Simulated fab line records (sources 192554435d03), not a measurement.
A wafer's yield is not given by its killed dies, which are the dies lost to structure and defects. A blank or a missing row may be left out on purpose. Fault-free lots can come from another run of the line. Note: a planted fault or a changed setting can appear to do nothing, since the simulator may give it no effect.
fab line records -- flow n5-finfet
record lots=5, wafers=15, last-day=19
route steps=1938 shown GATE_CUT@511 MOL_CONTACT_COAG@517 BEOL_M4@1111
lots with no fault: from the same line, run without faults
start-h: start of the lot's first displayed wafer, in hours after the record's first day -- wait-h: hours elapsed since this lot's preceding step -- " identical to the entry in the row above -- L1.1+2: several wafers, shown together as one row -- - no value present, or no start provided -- * or withheld: withheld -- < > ~ a bound
route shown NAME@n: names a module that has steps shown in the file, with the first one's number in the route -- usual: average and standard deviation across the fault-free wafers -- same: alike in all rows -- chamber/n: place in a boat -- sites: each site's reading -- _std_site: their standard deviation -- _edge_site: the outer-site mean with the inner-site mean subtracted -- radius-mm: for every site, how far away it sits from the centre of the wafer -- mask NAME#n: copy n -- behind: tool/chamber where the wafer was last shaped -- hold: what put the lot on hold/how long, in hours/how the hold closed -- device: transistor that didn't switch, given as n, p or np -- end of line: tests of these same wafers at the route's end -- a step without rows: its recipe alone -- killed: count of dies lost to structure and defects at first sort (not the wafer's yield) -- map: a wafer's dies, x killed, . not, _ none there
set.NAME: the setting the step ran with; set.NAME@STEP: the setting that earlier step ran with -- model.NAME: the simulator's own value behind a step, which no gauge read
lots at selected steps of the route; one table per step, one row per wafer
services: from which hour (start-h, from the record's first day; less than 0 if before it) a tool's chamber was out of use, for how many hours, and why
## steps
# step N5_GATE_CUT_CMP_23
# recipe stop-on=SiO2, t-overpolish-s=23.4, post-cmp-clean=alkaline-brush, down-force-psi=2.5, platen-rpm=51.8, pad-velocity-m-s=1.0307, target-thk-nm=16
# step N5_GATE_CUT_CMP_43
# recipe material=SiO2, post-cmp-clean=rinse-only
# step N5_GATE_CUT_CMP_61
# recipe stop-on=SiNx, t-overpolish-s=3, post-cmp-clean=alkaline-brush, down-force-psi=4, platen-rpm=27.09, pad-velocity-m-s=0.539
# step N5_MOL_CONTACT_COAG_COAT_103
# recipe resist=SOC, temp-c=250, time-s=60, spin-rpm=1500, resist-thk-nm=80
# step N5_MOL_CONTACT_COAG_COAT_104
# recipe resist=SiARC, temp-c=220, time-s=60, spin-rpm=1500, resist-thk-nm=12
# step N5_MOL_CONTACT_COAG_COAT_58
# recipe resist=underlayer, temp-c=205, time-s=60, spin-rpm=1500, resist-thk-nm=10
# step N5_MOL_CONTACT_COAG_COAT_02
# recipe resist=CAR-EUV, spin-rpm=1500, resist-thk-nm=30
# step N5_MOL_CONTACT_COAG_EBR_04
# recipe solvent=PGMEA, ebr-width-mm=1.5
# step N5_MOL_CONTACT_COAG_SOFTBAKE_03
# recipe temp-c=110, time-s=60, resist=CAR-EUV
# step N5_MOL_CONTACT_COAG_EXPOSE_05
# recipe mask-id=CA, na=0.33, source-shape=annular, sigma-inner=0.4, sigma-outer=0.8, polarization=unpolarized, defocus-nm=0, dose-mj=38.25
# usual exposure-dose-mJ-cm2=38.20/0.045, focus-offset-nm=0.0/0.55, reticle-temp-C=22.98/0.12
# same na=0.33
lot.wafer,tool,chamber,start-h,wait-h,mask,exposure-dose-mJ-cm2,focus-offset-nm,reticle-temp-C
L614.2,euv-scanner-02,0,91.77,-,CA#0,38.17,-0.2,22.92
L614.4,euv-scanner-02,0,91.77,-,CA#0,38.16,0.4,22.94
L614.6,euv-scanner-02,0,91.77,-,CA#0,38.15,-0.3,22.91
L622.1,euv-scanner-02,0,134.45,-,CA#0,34.10,0.6,23.15
L622.5,euv-scanner-02,0,134.45,-,CA#0,34.09,0.0,23.06
L622.6,euv-scanner-02,0,134.45,-,CA#0,34.13,0.8,22.91
L621.1,euv-scanner-02,0,135.25,-,CA#0,34.94,0.5,23.03
L621.4,euv-scanner-02,0,135.25,-,CA#0,34.91,1.2,22.90
L621.6,euv-scanner-02,0,135.25,-,CA#0,34.89,0.5,22.90
L623.3,euv-scanner-02,0,140.10,-,CA#0,35.64,-0.3,22.69
L623.5,euv-scanner-02,0,140.10,-,CA#0,35.61,-0.3,22.72
L623.6,euv-scanner-02,0,140.10,-,CA#0,35.61,0.1,22.75
L637.2,euv-scanner-01,0,236.72,-,CA#0,38.25,-0.6,22.80
L637.4,euv-scanner-01,0,236.72,-,CA#0,38.28,-0.2,23.22
L637.5,euv-scanner-01,0,236.72,-,CA#0,38.27,0.2,23.10
# step N5_MOL_CONTACT_COAG_PEB_06
# recipe peb-temp-c=100, peb-time-s=60, resist=CAR-EUV
# step N5_MOL_CONTACT_COAG_DEVELOP_07
# recipe develop-time-s=30, developer=TMAH, resist=CAR-EUV, rinse-liquid=surfactant-rinse, dry=air-spin, dev-temp-c=23
# step N5_MOL_CONTACT_COAG_CD_MEAS_08
# recipe target-cd-nm=28, landing-energy-ev=500, detector=se-inlens, polarity=opening
# usual cd-nm=27.97/0.22
# same landing-energy-ev=500
lot.wafer,tool,chamber,start-h,wait-h,cd-nm
L614.2,cd-sem-03,0,91.89,-,27.95
L614.4,cd-sem-03,0,91.89,-,28.23
L614.6,cd-sem-03,0,91.89,-,28.09
L622.1,cd-sem-01,0,134.57,-,25.29
L622.5,cd-sem-01,0,134.57,-,25.36
L622.6,cd-sem-01,0,134.57,-,25.45
L621.1,cd-sem-02,0,135.38,-,25.69
L621.4,cd-sem-02,0,135.38,-,26.12
L621.6,cd-sem-02,0,135.38,-,25.78
L623.3,cd-sem-03,0,140.22,-,26.61
L623.5,cd-sem-03,0,140.22,-,26.38
L623.6,cd-sem-03,0,140.22,-,25.95
L637.2,cd-sem-02,0,236.85,-,28.18
L637.4,cd-sem-02,0,236.85,-,28.60
L637.5,cd-sem-02,0,236.85,-,28.24
# step N5_MOL_CONTACT_COAG_DESCUM_13
# recipe chemistry=O2, time-s=7, source-power-w=50, bias-power-w=20, pressure-mtorr=20, rf-frequency-hz=2.712e+07, temp-c=40, resist=CAR-EUV, o2-flow-sccm=225
# step N5_MOL_CONTACT_COAG_ETCH_59
# recipe chemistry=N2/H2, target=underlayer, target-depth-a=130, mask-material=CAR-EUV, time-s=10.4, ion-energy-ev=200, pressure-mtorr=30, source-w=840, bias-w=150, n2-flow-sccm=200, h2-flow-sccm=200, ends=cleared
# usual bias-w=150.0/0.43, chamber-pressure-mTorr=29.998/0.029, drypump-motor-current-A=5.8/0.44, etch-rf-on-time-s=10.4/0.33, oes-product-au=0.69/0.073, rf-vpp-V=524.3/2.9, showerhead-plenum-p-Torr=2.56/0.11, throttle-valve-pct=17.84/0.23
lot.wafer,tool,chamber,start-h,wait-h,bias-w,chamber-pressure-mTorr,drypump-motor-current-A,etch-rf-on-time-s,oes-product-au,rf-hours-counter-h,rf-vpp-V,showerhead-plenum-p-Torr,throttle-valve-pct,model.MOL_CONTACT_COAG.cd-offset-nm
L614.2,rie-diel-03,2,92.05,0.0,150.0,29.978,5.1,10.7,0.62,163,523.2,2.55,18.01,0.2
L614.4,rie-diel-03,3,92.05,0.0,150.2,30.027,5.4,10.2,0.80,6,529.2,2.72,17.53,-0.4
L614.6,rie-diel-03,3,92.05,0.0,149.3,30.007,5.4,10.2,0.80,-,528.7,2.72,17.52,0
L622.1,rie-diel-02,0,134.73,0.0,149.4,30.000,6.4,10.6,0.63,158,522.6,2.44,18.05,-2.6
L622.5,rie-diel-02,0,134.73,0.0,150.2,29.997,6.4,10.7,0.62,-,522.2,2.44,18.04,-2.4
L622.6,rie-diel-02,2,134.73,0.0,149.8,30.035,6.0,9.6,0.71,-,525.9,2.67,17.64,-2.8
L621.1,rie-diel-03,0,136.23,0.0,149.8,29.985,5.7,10.4,0.61,218,519.5,2.39,17.99,-2.4
L621.4,rie-diel-03,1,136.23,0.0,150.3,30.040,5.9,10.7,0.73,35,526.3,2.57,17.85,-2
L621.6,rie-diel-03,2,136.23,0.0,150.5,29.986,5.1,11.0,0.60,-,524.4,2.55,18.03,-2
L623.3,rie-diel-04,1,140.37,0.0,149.1,30.002,6.3,10.2,0.76,41,523.2,2.59,17.75,-1.6
L623.5,rie-diel-04,2,140.37,0.0,150.3,29.963,6.3,10.5,0.61,-,519.7,2.41,18.24,-1.8
L623.6,rie-diel-04,3,140.37,0.0,150.1,29.961,5.3,9.9,0.77,-,523.8,2.48,17.42,-1.6
L637.2,rie-diel-02,0,237.37,0.0,149.9,30.024,6.4,10.7,0.59,210,520.3,2.42,18.13,0.4
L637.4,rie-diel-02,1,237.37,0.0,149.7,30.001,6.2,10.3,0.75,34,528.5,2.71,17.67,0.2
L637.5,rie-diel-02,1,237.37,0.0,150.0,30.002,6.2,10.3,0.75,-,527.0,2.71,17.67,0.2
# step N5_MOL_CONTACT_COAG_ETCH_105
# recipe chemistry=CF4, target=SiARC, target-depth-a=156, mask-material=CAR-EUV, time-s=26, ion-energy-ev=80, pressure-mtorr=40, source-w=545, bias-w=36, Ar_flow_sccm=100, cf4-flow-sccm=100, ends=cleared
# step N5_MOL_CONTACT_COAG_ETCH_106
# recipe chemistry=N2/H2, target=SOC, target-depth-a=800, overetch-a=160, mask-material=SiARC, temp-c=40, time-s=120, ion-energy-ev=200, pressure-mtorr=30, source-w=840, bias-w=150, n2-flow-sccm=200, h2-flow-sccm=200
# step N5_MOL_CONTACT_COAG_STRIP_107
# recipe chemistry=N2/H2, temp-c=40, n2-flow-sccm=200, h2-flow-sccm=200, rf-frequency-hz=6e+07
# step N5_MOL_CONTACT_COAG_STRIP_108
# recipe chemistry=N2/H2, temp-c=40, n2-flow-sccm=200, h2-flow-sccm=200, rf-frequency-hz=6e+07
# step N5_MOL_CONTACT_COAG_CONTACT_ETCH_14
# recipe chemistry=C4F6/O2, target=SiO2, target-depth-a=275, overetch-a=85, mask-material=SOC, pressure-mtorr=30, source-w=370, bias-w=185, Ar_flow_sccm=300, C4F6_flow_sccm=16, O2_flow_sccm=10, time-s=20, ion-energy-ev=259.6
# step N5_MOL_CONTACT_COAG_STRIP_109
# recipe chemistry=C4F6/O2, resist=SiARC, rf-frequency-hz=6e+07
# step N5_MOL_CONTACT_COAG_ETCH_15
# recipe chemistry=CH3F/O2, target=SiNx, target-depth-a=70, mask-material=SOC, stop-on=Si:P, over-etch-frac=0.75, ion-energy-ev=120, pressure-mtorr=30, source-w=395, bias-w=73, Ar_flow_sccm=150, CH3F_flow_sccm=30, O2_flow_sccm=20
# step N5_MOL_CONTACT_COAG_ETCH_110
# recipe chemistry=CF4/O2, target=Si, target-depth-a=25, time-s=8, pressure-mtorr=100, source-w=200, bias-w=12, ion-energy-ev=60, Ar_flow_sccm=100, cf4-flow-sccm=100, O2_flow_sccm=10
# usual bias-w=11.99/0.037, chamber-pressure-mTorr=100.00/0.082, drypump-motor-current-A=5.8/0.44, oes-product-au=0.81/0.087, rf-vpp-V=129/3, showerhead-plenum-p-Torr=2.24/0.083, throttle-valve-pct=10.72/0.29
lot.wafer,tool,chamber,start-h,wait-h,bias-w,chamber-pressure-mTorr,drypump-motor-current-A,oes-product-au,rf-hours-counter-h,rf-vpp-V,showerhead-plenum-p-Torr,throttle-valve-pct,model.MOL_CONTACT_COAG.cd-offset-nm
L614.2,rie-diel-03,2,92.29,0.0,11.98,100.02,5.1,0.73,163,132,2.22,10.77,0
L614.4,rie-diel-03,3,92.29,0.0,11.98,99.90,5.4,0.93,6,133,2.35,10.24,-0.6
L614.6,rie-diel-03,3,92.29,0.0,12.03,99.98,5.4,0.94,-,132,2.35,10.27,0
L622.1,rie-diel-02,0,134.98,0.0,11.98,99.95,6.4,0.73,158,132,2.14,10.87,-3
L622.5,rie-diel-02,0,134.98,0.0,11.99,99.88,6.3,0.73,-,131,2.14,10.87,-2.6
L622.6,rie-diel-02,2,134.98,0.0,11.99,99.97,6.0,0.83,-,130,2.34,10.63,-2.6
L621.1,rie-diel-03,0,136.47,0.0,11.95,100.01,5.7,0.71,218,124,2.12,11.08,-2.4
L621.4,rie-diel-03,1,136.47,0.0,12.03,100.03,5.8,0.87,36,128,2.28,10.85,-2
L621.6,rie-diel-03,2,136.47,0.0,12.01,99.99,5.1,0.71,-,132,2.21,10.81,-2.2
L623.3,rie-diel-04,1,140.61,0.0,12.01,99.99,6.3,0.91,41,126,2.27,10.66,-1.6
L623.5,rie-diel-04,2,140.61,0.0,11.98,100.09,6.4,0.71,-,128,2.12,11.24,-2.6
L623.6,rie-diel-04,3,140.61,0.0,12.01,99.94,5.3,0.92,-,124,2.17,10.34,-1.6
L637.2,rie-diel-02,0,237.61,0.0,11.96,100.00,6.4,0.70,210,133,2.12,11.03,0.2
L637.4,rie-diel-02,1,237.61,0.0,11.98,99.97,6.2,0.86,34,128,2.35,10.36,0
L637.5,rie-diel-02,1,237.61,0.0,12.02,99.86,6.2,0.87,-,130,2.35,10.36,0.2
# step N5_MOL_CONTACT_COAG_STRIP_98
# recipe chemistry=N2/H2, power-w=500, temp-c=40, pressure-mtorr=50, rf-frequency-hz=6e+07, overash-fraction=0.3, bias-power-w=8, h2-frac=0.5, n2-flow-sccm=300, h2-flow-sccm=300
# step N5_MOL_CONTACT_COAG_CD_MEAS_99
# recipe target-cd-nm=17.2, polarity=opening
# usual cd-nm=17.1/0.36
lot.wafer,tool,chamber,start-h,wait-h,cd-nm
L614.2,cd-sem-03,-,92.41,-,16.8
L614.4,cd-sem-03,-,92.41,-,16.5
L614.6,cd-sem-03,-,92.41,-,17.4
L622.1,cd-sem-02,-,135.09,-,14.0
L622.5,cd-sem-02,-,135.09,-,14.7
L622.6,cd-sem-02,-,135.09,-,14.8
L621.1,cd-sem-01,-,136.59,-,15.0
L621.4,cd-sem-01,-,136.59,-,15.0
L621.6,cd-sem-01,-,136.59,-,14.7
L623.3,cd-sem-03,-,140.74,-,15.5
L623.5,cd-sem-03,-,140.74,-,14.6
L623.6,cd-sem-03,-,140.74,-,15.4
L637.2,cd-sem-01,-,237.73,-,17.3
L637.4,cd-sem-01,-,237.73,-,17.4
L637.5,cd-sem-01,-,237.73,-,17.0
# step N5_MOL_CONTACT_COAG_IMPLANT_129
# recipe species=Ge, energy-kev=3, dose-cm2=6e+14, tilt-deg=0, rotation-deg=0
# step N5_MOL_CONTACT_COAG_PRECLEAN_111
# recipe chemistry=NF3:NH3, afs-cycles=1, temp-c=30, time-s=20, sublimation-temp-c=180, sublimation-time-s=60, pressure-torr=3, rf-power-w=30
# step N5_MOL_CONTACT_COAG_TI_SIL_19
# recipe material=Ti, target-thk-a=42, temp-c=200, chamber-pressure-pa=5, power-w=5000, time-s=15
# step N5_MOL_CONTACT_COAG_ALD_20
# recipe material=TiN, target-thk-a=15, temp-c=400, ald-precursor-family=TiCl4, ald-co-reactant=NH3, pulse-time-s=1, purge-time-s=3, co-reactant-purge-time-s=2, co-reactant-pulse-time-s=2, ald-cycles=68, pressure-torr=3
# step N5_MOL_CONTACT_COAG_SIL_ANNEAL_21
# recipe temp-c=550, time-s=60, ambient=N2
# step N5_MOL_CONTACT_COAG_PRE_CLEAN_141
# recipe gas=H2/He, time-s=60, temp-c=300
# step N5_MOL_CONTACT_COAG_SPUTTER_143
# recipe material=Co, target-thk-a=25, temp-c=25, chamber-pressure-pa=0.2
# step N5_MOL_CONTACT_COAG_CO_FILL_22
# recipe material=Co, target-thk-a=200, temp-c=200, precursor=CCTBA/H2, pressure-torr=30
# step N5_MOL_CONTACT_COAG_ANNEAL_113
# recipe temp-c=400, time-s=300, ambient=H2/N2
# step N5_MOL_CONTACT_COAG_PRE_CLEAN_142
# recipe gas=H2/He, time-s=60, temp-c=300
# step N5_MOL_CONTACT_COAG_SPUTTER_130
# recipe material=Co, target-thk-a=475, temp-c=25, chamber-pressure-pa=0.5, power-w=3000
# step N5_MOL_CONTACT_COAG_PRECLEAN_125
# recipe chemistry=DIW, time-s=57.5, temp-c=23
# step N5_BEOL_M4_RC_MEAS_101
# usual DIBL_N=36.3/1.9, DIBL_P=36.0/2.1, IOFF_N=0.16/0.031, IOFF_P=0.21/0.035, ION_N=675/14, ION_P=464/8.5, RC_DENSE_N=19.1/0.47, RC_DENSE_P=23.8/0.59, RC_N=15.5/0.36, RC_P=19.4/0.48, SS_N=71.5/0.6, SS_P=73.3/0.72, VT_N=250/3.2, VT_P=-250/3.1
lot.wafer,tool,chamber,start-h,wait-h,DIBL_N[mV/V],DIBL_P[mV/V],IOFF_N[nA/um],IOFF_P[nA/um],ION_N[uA/um],ION_P[uA/um],RC_DENSE_N[ohm.um],RC_DENSE_P[ohm.um],RC_N[ohm.um],RC_P[ohm.um],SS_N[mV/dec],SS_P[mV/dec],VT_N[mV],VT_P[mV]
L614.2,prober-02,0,162.59,0.2,37.5,37.3,0.18,0.25,686,466,18.6,23.4,15.2,19.2,71.5,73.6,249,-248
L614.4,prober-02,0,162.59,0.2,34.3,34.8,0.14,0.21,673,468,19.7,24.9,16.0,20.3,71.1,73.7,251,-248
L614.6,prober-02,0,162.59,0.2,34.8,34.3,0.14,0.20,687,475,18.8,24.1,15.3,19.6,70.7,73.3,253,-249
L622.1,prober-01,0,202.07,0.0,35.2,33.3,0.12,0.19,652,452,25.2,30.9,20.3,25.0,70.8,72.1,254,-252
L622.5,prober-01,0,202.07,0.0,32.8,31.5,0.10,0.16,643,456,24.4,30.3,19.6,24.5,70.4,72.3,258,-250
L622.6,prober-01,0,202.07,0.0,33.5,32.0,0.10,0.17,645,457,23.6,29.4,19.2,24.0,71.2,72.0,256,-251
L621.1,prober-02,0,207.11,0.0,36.8,36.1,0.15,0.24,673,466,23.5,29.1,18.9,23.8,70.9,73.2,248,-246
L621.4,prober-02,0,207.11,0.0,40.4,39.5,0.21,0.30,682,473,22.4,28.1,18.1,22.5,72.2,73.4,245,-245
L621.6,prober-02,0,207.11,0.0,38.9,37.4,0.19,0.25,678,464,22.6,28.5,18.3,22.9,71.8,73.2,249,-245
L623.3,prober-01,0,209.22,0.3,32.9,34.8,0.12,0.16,650,449,21.7,27.1,17.6,22.0,70.9,72.7,254,-254
L623.5,prober-01,0,209.22,0.3,35.5,37.2,0.15,0.20,649,445,23.4,29.4,18.9,23.6,72.0,73.5,253,-252
L623.6,prober-01,0,209.22,0.3,35.7,38.1,0.15,0.20,654,448,21.6,27.0,17.5,21.9,72.1,73.6,252,-251
L637.2,prober-01,0,340.83,0.2,36.4,36.4,0.14,0.21,650,452,18.8,23.4,15.2,19.2,71.2,72.6,254,-250
L637.4,prober-01,0,340.83,0.2,35.2,35.1,0.14,0.19,665,461,19.0,23.7,15.5,19.4,71.4,72.9,250,-254
L637.5,prober-01,0,340.83,0.2,36.7,37.6,0.17,0.22,663,457,18.8,23.9,15.4,19.3,71.0,73.8,252,-250
## services
tool,chamber,start-h,hours,kind
euv-scanner-01,-,79.97,4.6,pm
euv-scanner-02,-,92.29,1.0,pm
euv-scanner-01,-,93.31,1.0,pm
rie-diel-04,1,98.25,7.9,repair
rie-diel-04,-,101.94,0.2,repair
rie-diel-03,2,103.38,6.4,repair
rie-diel-03,0,107.48,11.9,repair
rie-diel-04,0,111.02,1.2,repair
euv-scanner-01,-,120.61,5.8,pm
euv-scanner-02,-,121.77,0.3,repair
euv-scanner-02,-,125.88,0.3,repair
rie-diel-02,1,132.22,-,clean
rie-diel-02,1,132.22,-,consumable-replace:focus-ring
euv-scanner-02,-,148.44,1.0,pm
euv-scanner-01,-,149.45,1.0,pm
euv-scanner-02,-,150.46,4.6,pm
rie-diel-04,-,153.03,28.1,pm
rie-diel-02,1,162.01,21.4,repair
rie-diel-02,3,179.16,26.0,repair
rie-diel-04,-,181.13,14.6,pm
euv-scanner-02,-,196.42,0.3,repair
euv-scanner-02,-,204.59,1.0,pm
euv-scanner-01,-,205.63,1.0,pm
euv-scanner-02,-,232.93,17.3,pm
## key
first-sign step=N5_MOL_CONTACT_COAG_EXPOSE_05, reading=exposure-dose-mJ-cm2, direction=down, sigmas=75, usual=38.20, struck=34.88
effect step=N5_MOL_CONTACT_COAG_CD_MEAS_08, reading=cd-nm, direction=down, sigmas=9.5, usual=27.97, struck=25.85, through=control-loop
effect step=N5_MOL_CONTACT_COAG_CD_MEAS_99, reading=cd-nm, direction=down, sigmas=6.3, usual=17.1, struck=14.8, through=control-loop
effect step=N5_BEOL_M4_RC_MEAS_101, reading=RC_DENSE_N, direction=up, sigmas=8.8, usual=19.1, struck=23.2
effect step=N5_BEOL_M4_RC_MEAS_101, reading=RC_N, direction=up, sigmas=8.8, usual=15.5, struck=18.7
effect step=N5_BEOL_M4_RC_MEAS_101, reading=RC_DENSE_P, direction=up, sigmas=8.6, usual=23.8, struck=28.9
effect step=N5_BEOL_M4_RC_MEAS_101, reading=RC_P, direction=up, sigmas=8.3, usual=19.4, struck=23.4
model-effect step=N5_MOL_CONTACT_COAG_ETCH_59, value=MOL_CONTACT_COAG.cd-offset-nm, without=0, struck=-2.133
model-effect step=N5_MOL_CONTACT_COAG_ETCH_110, value=MOL_CONTACT_COAG.cd-offset-nm, without=-0.2222, struck=-2.289
met-at N5_MOL_CONTACT_COAG_EXPOSE_05
struck-wafers L621.1,L621.4,L621.6,L622.1,L622.5,L622.6,L623.3,L623.5,L623.6
rows-end L621.1,L621.4,L621.6,L622.1,L622.5,L622.6,L623.3,L623.5,L623.6
loop-trim step=N5_MOL_CONTACT_COAG_EXPOSE_05, setting=dose, lots=L621,L623
onset-between 91.77 134.45
fault kind=process-parameter-drift, tool=euv-scanner-02, chamber=-, onset-h=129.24, steps=N5_MOL_CONTACT_COAG_EXPOSE_05, channel=dose-mj, offset=-4.0577, shape=step, acts-in=these-recipes-only, stated=38.25
# rows-end: these wafers met a further fault down the route, and their rows from its step on are left out
# loop-trim: a control loop set the setting to another value than it would have without faults
